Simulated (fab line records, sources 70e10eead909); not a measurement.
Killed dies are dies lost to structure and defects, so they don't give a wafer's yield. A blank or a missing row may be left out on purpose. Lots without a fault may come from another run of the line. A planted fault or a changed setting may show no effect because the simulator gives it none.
Chamber matching | flow nand_harc | NHARC_A_STAIRCASE_TRIM_12 on rie_diel-10: 4 sister chambers
The step chemistry O2, time 211.2 s. 8 wafers are shown with their chamber, then 10 later ones without.

WAFERS WITH THEIR CHAMBER
wafer  | chamber | oes_product_au (a.u.) | showerhead_plenum_p_Torr (Torr)
L088.2 | 1       | 0.987                 | 3.42
L089.2 | 0       | 1.008                 | 3.47
L089.4 | 2       | 1.014                 | 3.80
L090.4 | 3       | 1.006                 | 3.56
L090.5 | 1       | 0.996                 | 3.42
L090.6 | 2       | 1.021                 | 3.79
L092.3 | 3       | 1.020                 | 3.55
L092.4 | 0       | 1.016                 | 3.47

WAFERS WITHOUT THEIR CHAMBER
wafer  | oes_product_au (a.u.) | showerhead_plenum_p_Torr (Torr)
L092.5 | 1.009                 | 3.47
L094.1 | 1.011                 | 3.79
L094.3 | 0.993                 | 3.41
L094.6 | 1.012                 | 3.79
L096.2 | 1.008                 | 3.54
L096.4 | 0.994                 | 3.41
L096.5 | 1.012                 | 3.54
L097.1 | 1.022                 | 3.78
L097.3 | 0.999                 | 3.41
L097.5 | 1.019                 | 3.54

WHICH CHAMBER EACH WENT THROUGH
wafer  | from the rows above | in truth
L092.5 | 0                   | 0
L094.1 | 2                   | 2
L094.3 | 1                   | 1
L094.6 | 2                   | 2
L096.2 | 3                   | 3
L096.4 | 1                   | 1
L096.5 | 3                   | 3
L097.1 | 2                   | 2
L097.3 | 1                   | 1
L097.5 | 3                   | 3
Placed correctly: 10 of 10. Can't be placed from these rows: 0. Placed wrongly: 0.
How it was worked out, from the rows above alone: a wafer's distance from a chamber is the root of the sum, over the readings, of the square of ((its reading less the chamber's mean) divided by the reading's scatter). The wafer belongs to the nearest chamber; if the next one is less than 2 further off, it can't be placed. A chamber's mean is the mean of its shown wafers. The scatter: the root of (the sum of the squares of (reading less its chamber's mean) over the shown wafers, divided by (wafers less chambers)).
